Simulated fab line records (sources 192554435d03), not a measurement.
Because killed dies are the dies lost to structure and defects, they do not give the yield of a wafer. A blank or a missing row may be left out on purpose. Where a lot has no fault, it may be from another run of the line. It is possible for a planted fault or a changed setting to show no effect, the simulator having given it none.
Struck lot and sound lot, side by side | flow n5_finfet | 26 steps out of a route of 1938
Sound: wafers L518.2, L518.3, L518.6. Struck: wafer L523.6. (L523.1, L523.3 of the same lot were not struck and are left out.) The cause comes at the end.
Order at every step that has rows: each side's tool, ch and its chambers, its first start. Under that, the readings that differ: sound wafers | struck wafers | difference of the means | sigmas: that difference in standard deviations of wafers without a fault.
alike: a reading whose means differ by less than 2 such deviations, as well as words and numbers matching on both sides. not compared: withheld readings; readings where some wafer has no value; bounds like >300 that might hide an equal value; numbers whose values overlap and for which the record gives no deviation.
Wherever a step has rows on one side only, a row that says differs or no value, or a row with sigmas, the two part there. Numbers that don't overlap but have no deviation are shown without sigmas and don't part them. A reading that every wafer of one side lacks parts them only if that side has two wafers or more.

first, 4 steps without rows for these wafers: N5_BEOL_M15_STRIP_63 (strips in O2); N5_BEOL_M15_STRIP_64 (strips in O2); N5_BEOL_M15_STRIP_65 (strips in post etch residue remover, time 60 s); N5_BEOL_M15_SRD_66 (time 30 s, dry time 30 s).
N5_BEOL_M15_CD_MEAS_17 targets a cd of 360 nm.
  sound: cd_sem-03 at day 14 18:01; struck: cd_sem-01 at day 15 16:46
  alike: cd_nm
then, 1 step without rows for these wafers: N5_BEOL_M15_COAT_56 (time 60 s, resist thk 550 nm).
N5_BEOL_M15_ETCH_57: etches SOC in N2/H2, time 750 s.
  sound on rie_diel-05 ch 1,2, day 14 18:07; struck on rie_diel-06 ch 2, day 15 16:53
  alike: drypump_motor_current_A, oes_product_au, rf_vpp_V, showerhead_plenum_p_Torr, throttle_valve_pct
  not compared: rf_hours_counter_h
then, 5 steps without rows for these wafers: N5_BEOL_M15_COAT_60 (time 60 s, resist thk 89 nm); N5_BEOL_M15_COAT_22 (resist thk 800 nm); N5_BEOL_M15_EBR_24; N5_BEOL_M15_SOFTBAKE_23 (time 60 s); N5_BEOL_M15_EXPOSE_25 (exposes mask M15, target cd 400 nm).
N5_BEOL_M15_PEB_26: peb time 90 s.
  sound on litho_track-01 ch 0, day 14 18:54; struck on litho_track-01 ch 0, day 15 17:32
  reading                  | sound             | struck | difference | sigmas
  heater_power_total_W (W) | 172.7 173.5 173.2 | 184.8  | +11.7      | +14
then, 2 steps without rows for these wafers: N5_BEOL_M15_DEVELOP_27 (develop time 45 s); N5_BEOL_M15_HARDBAKE_32 (time 120 s).
N5_BEOL_M15_CD_MEAS_28 targets a cd of 407.6 nm.
  sound on cd_sem-01 ch 0, day 14 19:01; struck on cd_sem-01 ch 0, day 15 17:40
  reading    | sound             | struck | difference | sigmas
  cd_nm (nm) | 404.8 406.2 405.8 | 401.3  | -4.3       | -2
N5_BEOL_M15_OVL_MEAS_29:
  sound on overlay-02 ch 0, day 14 19:02; struck on overlay-02 ch 0, day 15 17:41
  alike: M15_OVL
N5_BEOL_M15_INSPECT_30: inspects for defects (macro).
  sound: defect_inspect-01 at day 14 19:04; struck: defect_inspect-01 at day 15 17:43
  alike: raw_defect_count
N5_BEOL_M15_DESCUM_33: chemistry O2, time 7.9 s.
  sound on rie_diel-02 ch 1,2,3, day 14 19:06; struck on rie_diel-02 ch 0, day 15 18:21
  reading                   | sound             | struck | difference | sigmas
  o2_flow_sccm (sccm)       | 224.9 223.9 225.3 | 226.0  | +1.3       | +2
  model.BEOL_M15.cd_nm (nm) | 404.4 406 405.6   | 401.2  | -4.1       |
  alike: drypump_motor_current_A, oes_product_au, rf_vpp_V, showerhead_plenum_p_Torr, throttle_valve_pct
  not compared: rf_hours_counter_h
N5_BEOL_M15_ETCH_61: etches BARC in N2/H2, target depth 89 nm, overetch 26.7 nm, time 67.9 s.
  sound on rie_diel-02 ch 1,2,3, day 14 19:08; struck on rie_diel-02 ch 0, day 15 18:23
  alike: drypump_motor_current_A, oes_product_au, rf_vpp_V, showerhead_plenum_p_Torr, throttle_valve_pct
  not compared: rf_hours_counter_h
N5_BEOL_M15_TRENCH_ETCH_34: etches SiO2 in C4F8/O2/Ar, target depth 872.93 nm, time 199 s.
  sound on rie_diel-02 ch 1,2,3, day 14 19:11; struck on rie_diel-02 ch 0, day 15 18:26
  reading                     | sound          | struck | difference | sigmas
  drypump_motor_current_A (A) | 6.1 5.9 5.5    | 5.0    | -0.8       | -2
  rf_vpp_V (V)                | 2120 2139 2161 | 2281   | +141       | +2
  alike: oes_product_au, showerhead_plenum_p_Torr, throttle_valve_pct
  not compared: rf_hours_counter_h
N5_BEOL_M15_STRIP_36: strips in O2.
  sound on rie_diel-02 ch 2,3, day 15 03:19; struck on rie_diel-02 ch 3, day 15 18:43
  alike: drypump_motor_current_A, o2_flow_sccm, oes_product_au, rf_vpp_V, showerhead_plenum_p_Torr, throttle_valve_pct
  not compared: rf_hours_counter_h
then, 1 step without rows for these wafers: N5_BEOL_M15_STRIP_62 (strips in O2).
N5_BEOL_M15_STRIP_37: strips in O2.
  sound on rie_diel-02 ch 2,3; struck on rie_diel-02 ch 3
  reading             | sound             | struck | difference | sigmas
  o2_flow_sccm (sccm) | 226.7 225.8 226.1 | 224.5  | -1.7       | -2
  alike: drypump_motor_current_A, oes_product_au, rf_vpp_V, showerhead_plenum_p_Torr, throttle_valve_pct
  not compared: rf_hours_counter_h
N5_BEOL_M15_ETCH_38: etches SiCN in CF4/N2, target depth 106.4 nm, time 120.5 s.
  sound on rie_diel-02 ch 2,3; struck on rie_diel-02 ch 3
  reading                   | sound           | struck | difference | sigmas
  model.BEOL_M15.cd_nm (nm) | 397.4 397.6 397 | 394.4  | -2.9       |
  alike: drypump_motor_current_A, oes_product_au, rf_vpp_V, showerhead_plenum_p_Torr, throttle_valve_pct
  not compared: rf_hours_counter_h
then, 1 step without rows for these wafers: N5_BEOL_M15_PRECLEAN_39 (cleans in residue remover, time 60 s).

## WHERE THEY PART
Earliest at N5_BEOL_M15_PEB_26; latest, in this record, at N5_BEOL_M15_STRIP_37. Later steps at which nothing parts them and some readings are alike: N5_BEOL_M15_ETCH_38.

WHY: whatever the simulator had introduced
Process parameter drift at N5_BEOL_M15_PEB_26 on litho_track-01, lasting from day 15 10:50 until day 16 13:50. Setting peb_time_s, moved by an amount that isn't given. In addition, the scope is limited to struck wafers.
